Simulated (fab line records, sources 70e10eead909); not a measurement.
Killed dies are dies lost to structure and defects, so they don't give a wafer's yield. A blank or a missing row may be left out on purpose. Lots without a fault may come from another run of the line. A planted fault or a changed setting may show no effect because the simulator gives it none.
fab line records | flow nand_harc
record lots=24 wafers=72 last_day=24
route steps=1159 shown P_GATE@213 P_CONTACT@219 P_M1@300 P_M2@345 P_BONDPAD@370
lots that met no fault: from a run of the same line without faults
start_h: hours from the record's first day to the start of the lot's first wafer shown | wait_h: hours since the lot's step before | " the same as in the row above | L1.1+2: a row that stands for several wafers | - no value, or no start given | * or withheld: withheld | < > ~ a bound
route shown NAME@n: a module of which the file shows steps, and the number in the route of the first | usual: mean/standard deviation of fault-free wafers | same: alike in all rows | chamber/n: place in a boat | sites: the reading at each site | _std_site: their standard deviation | _edge_site: outer sites' mean less inner sites' | radius_mm: how far each site lies from the wafer's centre | mask NAME#n: copy n | behind: the tool/chamber that last shaped the wafer | hold: why the lot was held/for how many hours/how that ended | device: the transistor (n, p or np) that didn't switch | end of line: the same wafers' tests at the end of the route | a step without rows: its recipe alone | killed: dies lost to structure and defects at the first sort, not the wafer's yield | map: a wafer's dies, x killed, . not, _ none there
set.NAME: the setting as run; set.NAME@STEP: as run at that earlier step | model.NAME: the simulator's own value behind a step, which no gauge read
steps of the route over a sample of lots; a table a step, a row a wafer
services: from which hour (start_h, from the record's first day; less than 0 if before it) a tool's chamber was out of use, for how many hours, and why
## steps
# step NHARC_P_GATE_RTA_80
# recipe temp_c=300 time_s=30
# usual lamp_power_pct=2.13/0.05 lamp_zone_1_pct=2.13/0.05 lamp_zone_4_pct=2.13/0.05 lamp_zone_5_pct=2.13/0.05 wafer_temp_C_max=301.7/0.33
# columns lot.wafer tool chamber start_h wait_h lamp_power_pct lamp_zone_1_pct lamp_zone_4_pct lamp_zone_5_pct wafer_temp_C_max
L074.2 rtp_anneal-01 0 111.16 - 2.08 2.08 2.08 2.08 301.4
L074.4 " 0 " " 2.08 2.08 2.08 2.08 301.6
L074.6 " 0 " " 2.08 2.08 2.08 2.08 301.7
L076.4 rtp_anneal-02 0 114.73 - 2.18 2.18 2.18 2.18 302.0
L076.5 " 0 " " 2.18 2.18 2.18 2.18 301.9
L076.6 " 0 " " 2.18 2.18 2.18 2.18 301.5
L075.1 rtp_anneal-01 0 116.20 - 2.08 2.08 2.08 2.08 301.8
L075.2 " 0 " " 2.08 2.08 2.08 2.08 301.6
L075.6 " 0 " " 2.08 2.08 2.08 2.08 301.8
L078.2 rtp_anneal-01 0 132.97 - 2.08 2.09 2.09 2.09 301.5
L078.4 " 0 " " 2.09 2.08 2.08 2.08 301.5
L078.5 " 0 " " 2.08 2.09 2.08 2.08 301.5
L077.1 rtp_anneal-02 0 135.52 - 2.18 2.18 2.18 2.18 302.0
L077.3 " 0 " " 2.18 2.18 2.18 2.18 301.6
L077.5 " 0 " " 2.18 2.18 2.18 2.18 301.9
L079.4 rtp_anneal-02 0 138.85 - 2.18 2.18 2.18 2.18 301.7
L079.5 " 0 " " 2.18 2.18 2.18 2.18 301.2
L079.6 " 0 " " 2.18 2.18 2.18 2.18 302.0
L080.4 rtp_anneal-01 0 139.62 - 2.09 2.09 2.08 2.08 302.1
L080.5 " 0 " " 2.09 2.09 2.09 2.08 301.7
L080.6 " 0 " " 2.09 2.09 2.08 2.09 301.9
L081.1 rtp_anneal-01 0 151.34 - 2.08 2.08 2.08 2.08 302.0
L081.3 " 0 " " 2.08 2.08 2.08 2.08 302.5
L081.6 " 0 " " 2.08 2.08 2.08 2.08 301.7
L082.1 rtp_anneal-02 0 151.81 - 2.19 2.19 2.19 2.19 301.3
L082.2 " 0 " " 2.19 2.19 2.19 2.19 301.8
L082.4 " 0 " " 2.19 2.19 2.19 2.19 302.0
L084.1 rtp_anneal-01 0 167.48 - 2.09 2.09 2.09 2.09 301.4
L084.2 " 0 " " 2.09 2.09 2.09 2.09 301.6
L084.3 " 0 " " 2.09 2.09 2.09 2.08 301.7
L083.1 rtp_anneal-02 0 167.98 - 2.18 2.18 2.18 2.18 301.6
L083.2 " 0 " " 2.18 2.18 2.18 2.18 301.9
L083.3 " 0 " " 2.18 2.18 2.18 2.18 301.6
L085.1 rtp_anneal-01 0 174.46 - 2.09 2.09 2.09 2.09 301.9
L085.2 " 0 " " 2.08 2.09 2.09 2.09 301.6
L085.5 " 0 " " 2.09 2.08 2.09 2.09 302.2
L086.3 rtp_anneal-02 0 184.81 - 2.18 2.18 2.18 2.18 301.8
L086.4 " 0 " " 2.18 2.18 2.18 2.18 301.6
L086.5 " 0 " " 2.18 2.18 2.18 2.18 302.1
L087.1 rtp_anneal-02 0 184.98 - 2.18 2.18 2.18 2.18 301.7
L087.2 " 0 " " 2.18 2.18 2.18 2.18 302.2
L087.6 " 0 " " 2.18 2.18 2.18 2.18 302.2
L088.1 rtp_anneal-01 0 199.37 - 2.08 2.08 2.08 2.08 301.7
L088.5 " 0 " " 2.08 2.08 2.08 2.08 301.8
L088.6 " 0 " " 2.08 2.08 2.08 2.08 301.7
L089.1 rtp_anneal-01 0 200.11 - 2.08 2.09 2.09 2.08 302.0
L089.4 " 0 " " 2.08 2.09 2.08 2.09 302.1
L089.5 " 0 " " 2.09 2.08 2.09 2.09 301.4
L090.1 rtp_anneal-02 0 205.66 - 2.19 2.19 2.18 2.19 301.5
L090.5 " 0 " " 2.18 2.19 2.19 2.19 301.6
L090.6 " 0 " " 2.19 2.19 2.18 2.19 301.9
L091.1 rtp_anneal-01 0 211.30 - 2.08 2.08 2.08 2.08 302.8
L091.4 " 0 " " 2.08 2.08 2.08 2.08 301.8
L091.5 " 0 " " 2.08 2.08 2.08 2.08 301.8
L092.1 rtp_anneal-01 0 220.13 - 2.08 2.08 2.08 2.08 301.8
L092.3 " 0 " " 2.09 2.08 2.08 2.08 301.7
L092.5 " 0 " " 2.08 2.08 2.08 2.08 302.0
L093.2 rtp_anneal-02 0 224.02 - 2.19 2.19 2.19 2.19 301.6
L093.3 " 0 " " 2.19 2.19 2.19 2.19 301.6
L093.6 " 0 " " 2.19 2.19 2.19 2.19 301.8
L094.2 rtp_anneal-02 0 224.87 - 2.19 2.18 2.18 2.18 301.9
L094.4 " 0 " " 2.18 2.18 2.18 2.18 301.7
L094.5 " 0 " " 2.18 2.18 2.18 2.18 301.4
L095.1 rtp_anneal-01 0 235.20 - 2.08 2.08 2.08 2.08 301.5
L095.4 " 0 " " 2.08 2.08 2.08 2.08 301.8
L095.5 " 0 " " 2.08 2.08 2.08 2.08 301.4
L096.2 rtp_anneal-01 0 238.68 - 2.08 2.08 2.08 2.08 302.1
L096.4 " 0 " " 2.08 2.08 2.08 2.08 301.6
L096.5 " 0 " " 2.08 2.08 2.08 2.09 301.9
L097.1 rtp_anneal-02 0 239.36 - 2.18 2.18 2.18 2.19 301.9
L097.2 " 0 " " 2.19 2.18 2.19 2.19 301.7
L097.3 " 0 " " 2.18 2.18 2.19 2.19 301.3
# step NHARC_P_CONTACT_CMP_01
# recipe target_thk_nm=200 material=SiO2
# usual motor_current_A=11.7/1.1 slurry_flow_ml_min=150.0/0.46
# columns lot.wafer tool chamber start_h wait_h motor_current_A slurry_flow_ml_min
L074.4 cmp-02 3 112.57 - 12.9 150.2
L074.2 " 2 " " 10.9 149.5
L074.6 " 3 " " 12.4 150.4
L076.4 cmp-03 3 116.42 - 11.6 150.7
L076.6 " 0 " " 11.5 150.0
L076.5 " 1 " " 13.8 150.3
L075.1 cmp-03 1 117.72 - 14.0 150.1
L075.2 " 2 " " 10.2 149.6
L075.6 " 2 " " 10.8 150.2
L078.2 cmp-03 1 134.43 - 14.0 149.3
L078.4 " 2 " " 10.8 150.3
L078.5 " 1 " " 14.3 149.8
L077.3 cmp-02 3 136.96 - 12.3 149.6
L077.1 " 0 " " 11.2 150.6
L077.5 " 0 " " 11.5 150.5
L079.4 cmp-04 3 140.20 - 12.0 149.9
L079.6 " 3 " " 12.4 149.5
L079.5 " 0 " " 10.8 150.0
L080.4 cmp-03 1 141.05 - 14.4 150.1
L080.6 " 2 " " 10.3 149.4
L080.5 " 3 " " 11.6 150.2
L081.3 cmp-02 1 152.88 - 10.4 150.5
L081.1 " 0 " " 11.0 150.2
L081.6 " 1 " " 11.8 150.2
L082.4 cmp-02 1 153.27 - 10.9 150.1
L082.1 " 2 " " 10.6 150.4
L082.2 " 0 " " 11.7 150.3
L084.2 cmp-04 2 168.91 - 11.7 150.2
L084.3 " 3 " " 12.1 149.6
L084.1 " 1 " " 10.6 150.8
L083.1 cmp-02 1 169.48 - 11.5 149.9
L083.2 " 3 " " 12.6 149.4
L083.3 " 0 " " 11.4 149.6
L085.1 cmp-04 3 175.89 - 12.5 149.5
L085.2 " 1 " " 11.4 150.1
L085.5 " 3 " " 12.2 149.4
L086.4 cmp-03 2 186.20 - 10.4 150.4
L086.3 " 1 " " 14.8 150.1
L086.5 " 3 " " 12.1 149.7
L087.2 cmp-02 0 186.48 - 11.2 150.4
L087.1 " 2 " " 11.3 149.3
L087.6 " 0 " " 11.7 150.7
L088.1 cmp-03 2 200.83 - 10.3 149.9
L088.6 " 2 " " 10.4 150.0
L088.5 " 3 " " 11.8 150.5
L089.4 cmp-03 1 201.58 - 13.5 149.3
L089.1 " 0 " " 11.3 150.7
L089.5 " 2 " " 10.8 149.9
L090.1 cmp-03 1 207.15 - 14.1 150.0
L090.5 " 3 " " 11.7 149.6
L090.6 " 0 " " 11.5 149.5
L091.1 cmp-03 0 213.17 - 11.5 150.3
L091.4 " 1 " " 14.4 149.6
L091.5 " 3 " " 11.9 150.3
L092.3 cmp-03 1 221.57 - 13.6 149.7
L092.1 " 2 " " 10.4 150.3
L092.5 " 1 " " 14.4 149.5
L093.2 cmp-04 0 225.48 - 11.7 150.3
L093.3 " 2 " " 11.0 149.5
L093.6 " 0 " " 11.6 150.9
L094.2 cmp-02 2 226.33 - 11.8 150.4
L094.4 " 3 " " 12.4 150.0
L094.5 " 2 " " 11.4 149.8
L095.1 cmp-03 2 236.80 - 10.4 150.2
L095.4 " 3 " " 11.6 149.5
L095.5 " 3 " " 11.3 150.8
L097.3 cmp-03 1 240.91 - 13.1 149.3
L097.1 " 2 " " 10.5 150.0
L097.2 " 0 " " 11.4 150.6
L096.4 cmp-04 2 241.08 0.5 10.3 149.9
L096.2 " 1 " " 10.5 151.2
L096.5 " 2 " " 10.6 149.2
# step NHARC_P_M1_ETCH_15
# recipe target_depth_a=1825 time_s=91.2 c4f8_flow_sccm=withheld ar_flow_sccm=400 rf_w=600 bias_w=300 chemistry=C4F8/Ar
# usual oes_product_au=0.957/0.018 rf_fwd_power_W=596.0/2.1 rf_vpp_V=439.4/2.4
# columns lot.wafer tool chamber start_h wait_h oes_product_au rf_fwd_power_W rf_hours_counter_h rf_vpp_V
L074.4 rie_diel-12 1 - - 0.971 595.7 6.7 436.1
L074.2 " 2 " " 0.967 594.3 6.5 438.0
L074.6 " 2 " " 0.963 591.5 - 437.1
L076.4 rie_diel-06 2 - - 0.968 595.6 4.1 438.9
L076.5 " 2 " " 0.966 595.8 - 440.4
L076.6 " 3 " " 0.980 598.4 - 442.3
L075.1 rie_diel-06 3 - - 0.951 597.2 3.6 441.1
L075.2 " 2 " " 0.955 599.0 4.2 437.7
L075.6 " 0 " " 0.960 594.4 - 440.6
L078.4 rie_diel-07 3 - - 0.971 597.1 2.2 438.0
L078.2 " 0 " " 0.966 596.2 1.8 436.6
L078.5 " 2 " " 0.943 595.1 - 442.2
L077.1 rie_diel-07 1 - - 0.968 594.5 2.4 440.0
L077.3 " 2 " " 0.966 594.7 2.5 444.3
L077.5 " 3 " " 0.959 595.8 - 437.5
L079.4 rie_diel-06 1 - - 0.976 596.4 6.9 443.5
L079.5 " 3 " " 0.966 592.3 - 442.5
L079.6 " 0 " " 0.957 598.2 - 438.7
L080.4 rie_diel-06 2 - - 0.962 596.1 5.7 437.8
L080.6 " 3 " " 0.972 594.5 - 442.4
L080.5 " 0 " " 0.933 594.4 - 441.2
L081.3 rie_diel-07 2 - - 0.930 591.5 2.7 443.2
L081.1 " 3 " " 0.938 597.3 2.7 438.2
L081.6 " 3 " " 0.933 596.4 - 437.3
L082.1 rie_diel-06 1 - - 0.988 595.6 7.1 444.0
L082.4 " 2 " " 0.989 601.4 5.8 438.3
L082.2 " 3 " " 0.967 597.4 5.3 442.4
L084.1 rie_diel-07 3 - - 0.922 597.1 2.9 438.2
L084.3 " 0 " " 0.924 594.2 2.4 438.0
L084.2 " 1 " " 0.937 596.2 2.8 437.4
L083.2 rie_diel-07 3 - - 0.955 596.1 3.0 437.5
L083.1 " 0 " " 0.955 593.1 2.5 437.5
L083.3 " 1 " " 0.967 597.0 2.9 437.6
L085.2 rie_diel-06 0 - - 0.951 597.2 7.5 440.7
L085.1 " 1 " " 0.995 597.3 8.6 443.6
L085.5 " 3 " " 0.967 596.3 - 442.2
L086.3 rie_diel-07 0 - - 0.977 593.9 2.7 435.7
L086.4 " 2 " " 0.941 594.8 3.1 442.4
L086.5 " 0 " " 0.972 595.3 - 436.9
L087.1 rie_diel-06 0 - - 0.906 595.0 8.6 440.2
L087.2 " 2 " " 0.922 599.2 8.0 439.9
L087.6 " 3 " " 0.930 597.4 - 441.8
L088.1 rie_diel-07 3 - - 0.949 595.3 3.7 437.9
L088.5 " 3 " " 0.960 595.3 - 437.4
L088.6 " 0 " " 0.960 596.6 - 436.0
L089.1 rie_diel-07 2 - - 0.955 591.5 3.6 442.8
L089.4 " 0 " " 0.964 597.7 3.2 436.7
L089.5 " 2 " " 0.957 591.8 - 442.1
L090.1 rie_diel-07 1 - - 0.929 597.9 3.7 437.6
L090.6 " 0 " " 0.918 596.4 - 436.7
L090.5 " 1 " " 0.937 596.6 - 437.7
L091.1 rie_diel-07 2 - - 0.940 595.2 4.0 442.9
L091.4 " 3 " " 0.970 595.9 4.2 439.9
L091.5 " 3 " " 0.964 594.3 - 438.5
L092.1 rie_diel-12 3 - - 0.967 598.5 2.6 441.1
L092.3 " 1 " " 0.951 598.9 3.1 437.1
L092.5 " 3 " " 0.968 595.7 - 441.3
L093.2 rie_diel-12 0 - - 0.944 599.1 2.5 439.1
L093.3 " 2 " " 0.961 598.5 3.5 436.1
L093.6 " 3 " " 0.955 597.4 - 441.1
L094.2 rie_diel-12 3 - - 0.958 596.1 2.9 440.9
L094.4 " 0 " " 0.943 597.1 - 439.4
L094.5 " 3 " " 0.947 598.9 - 440.8
L095.4 rie_diel-07 2 - - 0.965 594.7 0.2 444.4
L095.1 " 3 " " 0.997 594.9 0.2 438.4
L095.5 " 3 " " 0.982 594.2 - 438.2
L097.3 rie_diel-12 1 - - 0.966 594.9 3.3 437.0
L097.1 " 2 " " 0.960 593.8 4.7 435.5
L097.2 " 3 " " 0.978 599.8 3.9 440.1
L096.2 rie_diel-12 0 - - 0.949 597.1 3.9 439.5
L096.4 " 1 " " 0.957 594.7 3.3 436.7
L096.5 " 2 " " 0.985 594.6 - 435.7
# step NHARC_P_M1_ETCH_28
# recipe target_depth_a=300 over_etch_frac=0.3 time_s=72.99 ion_energy_ev=150 cf4_flow_sccm=50 n2_flow_sccm=100 ar_flow_sccm=150 rf_w=300 bias_w=100 chemistry=CF4/N2
# usual drypump_motor_current_A=5.7/0.48 oes_product_au=0.997/0.0091 rf_fwd_power_W=297.7/1.2 rf_vpp_V=313.1/1.9 showerhead_plenum_p_Torr=2.56/0.092 throttle_valve_pct=19.794/0.0093
# columns lot.wafer tool chamber start_h wait_h drypump_motor_current_A oes_product_au rf_fwd_power_W rf_hours_counter_h rf_vpp_V showerhead_plenum_p_Torr throttle_valve_pct
L074.2 rie_diel-07 2 - - 5.7 0.994 295.6 2 315.9 2.74 19.795
L074.4 " 1 " " 6.6 1.010 297.9 2 312.9 2.52 19.802
L074.6 " 2 " " 5.7 0.987 297.5 - 315.8 2.74 19.782
L076.4 rie_diel-06 1 - - 6.2 1.009 297.1 5 317.8 2.73 19.802
L076.5 " 3 " " 5.6 1.010 296.6 - 314.7 2.68 19.801
L076.6 " 0 " " 6.3 0.990 296.5 - 314.5 2.60 19.796
L075.1 rie_diel-06 1 - - 6.2 0.999 296.2 5 315.9 2.73 19.801
L075.2 " 2 " " 4.8 0.990 296.5 4 313.1 2.56 19.785
L075.6 " 1 " " 6.2 1.014 298.0 - 315.1 2.73 19.782
L078.4 rie_diel-12 0 - - 6.1 0.990 299.7 7 312.7 2.55 19.790
L078.2 " 1 " " 6.0 0.998 298.8 8 310.2 2.47 19.779
L078.5 " 3 " " 5.2 0.988 297.5 - 315.4 2.62 19.771
L077.3 rie_diel-12 2 - - 5.2 1.003 298.5 8 310.9 2.46 19.800
L077.1 " 3 " " 5.2 0.993 298.7 7 313.5 2.62 19.784
L077.5 " 2 " " 5.2 1.004 297.1 - 311.9 2.46 19.800
L079.4 rie_diel-12 3 - - 5.1 0.993 299.4 7 314.1 2.62 19.794
L079.6 " 1 " " 6.0 0.989 298.8 - 311.8 2.47 19.795
L079.5 " 2 " " 5.2 0.994 298.5 - 310.8 2.46 19.810
L080.4 rie_diel-12 1 - - 6.0 0.998 297.8 9 311.8 2.47 19.789
L080.6 " 0 " " 6.1 0.992 296.8 - 312.7 2.55 19.782
L080.5 " 1 " " 6.0 0.995 297.6 - 311.8 2.47 19.807
L081.3 rie_diel-12 0 - - 6.1 1.000 300.2 7 315.3 2.55 19.789
L081.1 " 2 " " 5.2 1.016 297.4 9 310.9 2.46 19.811
L081.6 " 1 " " 6.0 1.008 297.3 - 311.8 2.47 19.800
L082.2 rie_diel-07 2 - - 5.7 0.991 296.8 3 316.4 2.74 19.807
L082.1 " 3 " " 6.0 0.990 296.0 3 311.2 2.49 19.793
L082.4 " 0 " " 5.5 1.002 297.8 2 312.8 2.47 19.785
L084.1 rie_diel-06 2 - - 4.8 0.999 298.1 7 313.6 2.55 19.788
L084.3 " 3 " " 5.6 0.996 298.2 6 315.7 2.68 19.784
L084.2 " 1 " " 6.2 1.002 296.4 8 314.8 2.73 19.802
L083.1 rie_diel-06 1 - - 6.2 1.010 296.1 8 316.0 2.73 19.804
L083.2 " 2 " " 4.8 1.003 298.3 7 313.4 2.55 19.780
L083.3 " 3 " " 5.6 1.004 297.7 6 315.5 2.68 19.787
L085.1 rie_diel-06 3 - - 5.6 0.994 297.4 7 315.0 2.68 19.807
L085.2 " 2 " " 4.8 1.006 297.0 7 312.2 2.55 19.789
L085.5 " 0 " " 6.3 0.977 299.5 - 314.0 2.60 19.800
L086.3 rie_diel-07 2 - - 5.7 0.983 295.7 3 315.3 2.74 19.800
L086.4 " 3 " " 6.0 0.989 297.8 3 313.3 2.49 19.804
L086.5 " 2 " " 5.7 0.977 296.2 - 317.5 2.73 19.800
L087.2 rie_diel-12 0 - - 6.1 0.994 297.8 12 312.0 2.54 19.788
L087.1 " 3 " " 5.2 0.985 298.8 11 313.3 2.62 19.790
L087.6 " 1 " " 6.0 0.981 296.9 - 312.4 2.47 19.789
L088.1 rie_diel-12 2 - - 5.2 1.000 297.2 1 309.4 2.46 19.797
L088.6 " 0 " " 6.1 0.989 298.3 - 313.0 2.54 19.805
L088.5 " 1 " " 6.0 0.999 298.0 - 311.1 2.47 19.803
L089.4 rie_diel-07 2 - - 5.6 0.984 295.7 4 315.4 2.73 19.791
L089.1 " 3 " " 6.0 0.999 297.7 4 311.3 2.49 19.770
L089.5 " 3 " " 6.0 0.991 298.1 - 311.8 2.49 19.795
L090.1 rie_diel-12 0 - - 6.0 0.997 297.0 2 312.7 2.54 19.797
L090.5 " 3 " " 5.1 1.002 297.2 - 314.6 2.62 19.789
L090.6 " 0 " " 6.1 1.004 296.8 - 312.4 2.54 19.789
L091.4 rie_diel-12 1 - - 6.0 0.995 298.1 2 312.1 2.47 19.793
L091.1 " 3 " " 5.2 0.990 297.2 2 313.4 2.62 19.803
L091.5 " 2 " " 5.2 1.003 296.0 - 311.9 2.46 19.796
L092.3 rie_diel-12 2 - - 5.2 0.992 296.6 3 312.2 2.46 19.800
L092.1 " 0 " " 6.1 1.004 297.6 2 312.5 2.54 19.793
L092.5 " 2 " " 5.2 0.998 296.9 - 310.5 2.46 19.794
L093.2 rie_diel-07 3 - - 6.0 1.004 298.0 0 310.1 2.49 19.801
L093.3 " 2 " " 5.7 0.997 297.5 0 316.1 2.74 19.797
L093.6 " 3 " " 6.0 1.007 298.2 - 311.0 2.49 19.789
L094.2 rie_diel-12 2 - - 5.2 0.999 295.1 4 310.4 2.46 19.789
L094.4 " 0 " " 6.1 0.991 297.9 - 312.7 2.54 19.791
L094.5 " 2 " " 5.2 1.002 295.3 - 310.0 2.46 19.808
L095.1 rie_diel-12 2 - - 5.2 1.002 296.5 4 310.7 2.46 19.788
L095.5 " 0 " " 6.1 0.991 300.5 - 312.7 2.54 19.783
L095.4 " 3 " " 5.1 0.991 298.0 - 316.2 2.62 19.801
L097.3 rie_diel-06 3 - - 5.6 0.994 297.4 0 314.3 2.68 19.796
L097.1 " 0 " " 6.2 0.992 297.8 0 314.8 2.60 19.790
L097.2 " 1 " " 6.2 0.998 296.5 0 315.1 2.73 19.783
L096.4 rie_diel-07 0 - - 5.5 1.006 297.7 0 311.1 2.47 19.806
L096.2 " 1 " " 6.6 0.997 297.0 0 314.2 2.51 19.796
L096.5 " 0 " " 5.5 1.006 298.7 - 311.9 2.47 19.794
# step NHARC_P_M2_THK_MEAS_24
# recipe thk_meas_gauge=xrf
# usual thk_nm=143.9/1.5
# columns lot.wafer tool chamber start_h wait_h thk_nm
L074.2 film_metro-01 - 130.07 - 144.0
L074.4 " - " " 144.7
L074.6 " - " " 142.2
L076.4 film_metro-01 - 132.74 - 144.9
L076.5 " - " " 142.9
L076.6 " - " " 144.7
L075.1 film_metro-02 - 137.43 - 143.3
L075.2 " - " " 144.4
L075.6 " - " " 142.6
L078.2 film_metro-01 - 150.72 - 145.5
L078.4 " - " " 145.9
L078.5 " - " " 144.2
L077.1 film_metro-02 - 152.72 - 142.9
L077.3 " - " " 144.8
L077.5 " - " " 149.8
L079.4 film_metro-02 - 160.58 - 143.1
L079.5 " - " " 143.1
L079.6 " - " " 141.8
L080.4 film_metro-01 - 161.36 - 142.6
L080.5 " - " " 143.2
L080.6 " - " " 143.0
L081.1 film_metro-01 - 170.79 - 144.5
L081.3 " - " " 144.7
L081.6 " - " " 145.2
L082.1 film_metro-02 - 172.02 - 144.8
L082.2 " - " " 145.2
L082.4 " - " " 145.3
L084.1 film_metro-01 - 184.78 - 142.2
L084.2 " - " " 145.3
L084.3 " - " " 142.0
L083.1 film_metro-02 - 185.44 - 145.7
L083.2 " - " " 142.0
L083.3 " - " " 141.7
L085.1 film_metro-02 - 192.00 - 143.7
L085.2 " - " " 143.3
L085.5 " - " " 141.5
L086.3 film_metro-02 - 203.96 - 145.0
L086.4 " - " " 143.1
L086.5 " - " " 145.1
L087.1 film_metro-02 - 204.81 - 146.4
L087.2 " - " " 144.9
L087.6 " - " " 145.3
L088.1 film_metro-01 - 222.57 - 143.1
L088.5 " - " " 142.7
L088.6 " - " " 143.9
L089.1 film_metro-02 - 222.91 - 144.7
L089.4 " - " " 144.1
L089.5 " - " " 144.1
L090.1 film_metro-02 - 224.84 - 145.7
L090.5 " - " " 145.9
L090.6 " - " " 142.6
L091.1 film_metro-02 - 231.31 - 145.5
L091.4 " - " " 146.5
L091.5 " - " " 142.6
L092.1 film_metro-02 - 238.02 - 142.8
L092.3 " - " " 144.2
L092.5 " - " " 140.0
L093.2 film_metro-02 - 246.86 - 145.1
L093.3 " - " " 141.8
L093.6 " - " " 143.3
L094.2 film_metro-01 - 247.57 - 145.0
L094.4 " - " " 142.7
L094.5 " - " " 144.2
L095.1 film_metro-01 - 253.43 - 144.5
L095.4 " - " " 141.3
L095.5 " - " " 144.5
L097.1 film_metro-02 - 257.32 - 146.3
L097.2 " - " " 146.0
L097.3 " - " " 145.3
L096.2 film_metro-01 - 257.95 - 142.8
L096.4 " - " " 143.5
L096.5 " - " " 144.8
# step NHARC_P_BONDPAD_CD_MEAS_13
# usual cd_nm=500.3/1.8
# columns lot.wafer tool chamber start_h wait_h cd_nm
L074.2 cd_sem-03 - 132.57 - 497.5
L074.4 " - " " 498.4
L074.6 " - " " 497.5
L076.4 cd_sem-02 - 135.16 - 501.0
L076.5 " - " " 500.1
L076.6 " - " " 501.5
L075.1 cd_sem-01 - 139.94 - 499.7
L075.2 " - " " 499.9
L075.6 " - " " 500.9
L078.2 cd_sem-02 - 153.08 - 500.5
L078.4 " - " " 498.5
L078.5 " - " " 500.1
L077.1 cd_sem-03 - 155.75 - 503.4
L077.3 " - " " 500.3
L077.5 " - " " 500.3
L079.4 cd_sem-01 - 163.08 - 500.0
L079.5 " - " " 498.3
L079.6 " - " " 500.0
L080.4 cd_sem-03 - 163.84 - 498.4
L080.5 " - " " 496.0
L080.6 " - " " 502.6
L081.1 cd_sem-02 - 173.24 - 503.4
L081.3 " - " " 500.9
L081.6 " - " " 503.0
L082.1 cd_sem-01 - 174.49 - 499.4
L082.2 " - " " 502.9
L082.4 " - " " 502.3
L084.1 cd_sem-02 - 187.25 - 501.0
L084.2 " - " " 501.4
L084.3 " - " " 500.2
L083.1 cd_sem-01 - 187.91 - 499.8
L083.2 " - " " 499.1
L083.3 " - " " 501.3
L085.1 cd_sem-03 - 194.55 - 500.3
L085.2 " - " " 501.1
L085.5 " - " " 499.6
L086.3 cd_sem-03 - 206.46 - 500.9
L086.4 " - " " 502.3
L086.5 " - " " 501.1
L087.1 cd_sem-02 - 207.16 - 498.2
L087.2 " - " " 500.1
L087.6 " - " " 499.3
L088.1 cd_sem-02 - 225.02 - 498.8
L088.5 " - " " 498.0
L088.6 " - " " 498.1
L089.1 cd_sem-02 - 225.66 - 499.8
L089.4 " - " " 499.8
L089.5 " - " " 500.2
L090.1 cd_sem-01 - 227.30 - 500.1
L090.5 " - " " 498.7
L090.6 " - " " 501.4
L091.1 cd_sem-02 - 233.96 - 498.4
L091.4 " - " " 498.6
L091.5 " - " " 499.9
L092.1 cd_sem-02 - 240.53 - 500.7
L092.3 " - " " 500.1
L092.5 " - " " 501.1
L093.2 cd_sem-01 - 249.45 - 501.0
L093.3 " - " " 502.8
L093.6 " - " " 500.0
L094.2 cd_sem-01 - 250.23 - 502.1
L094.4 " - " " 502.4
L094.5 " - " " 500.9
L095.1 cd_sem-03 - 255.97 - 500.2
L095.4 " - " " 501.2
L095.5 " - " " 501.1
L097.1 cd_sem-01 - 259.84 - 497.6
L097.2 " - " " 501.7
L097.3 " - " " 502.8
L096.2 cd_sem-01 - 260.33 - 502.8
L096.4 " - " " 501.6
L096.5 " - " " 500.6
## services
# columns tool chamber start_h hours kind
cmp-03 - 98.23 1.0 repair
rie_diel-06 0 99.33 2.0 repair
cmp-03 - 102.21 2.3 repair
cmp-04 - 105.13 4.0 pm
rie_diel-12 0 108.08 - clean
rie_diel-12 1 108.08 - clean
cmp-03 - 109.27 0.6 repair
cmp-02 - 120.28 1.0 repair
cmp-02 - 128.54 4.0 pm
rie_diel-12 - 143.37 0.6 repair
cmp-03 - 156.02 4.0 pm
cmp-02 - 156.95 1.9 repair
cmp-02 - 163.55 1.6 repair
cmp-03 - 172.69 1.2 repair
rie_diel-07 2 173.27 8.1 repair
rie_diel-12 - 202.56 9.0 pm
cmp-04 - 203.25 4.0 pm
cmp-03 - 225.62 0.4 repair
cmp-02 - 226.54 4.0 pm
rie_diel-07 - 228.20 9.0 pm
cmp-04 - 237.38 0.3 repair
rie_diel-12 1 239.65 10.6 repair
rie_diel-06 - 241.49 9.0 pm
rie_diel-12 3 241.92 3.9 repair
## key
fault none
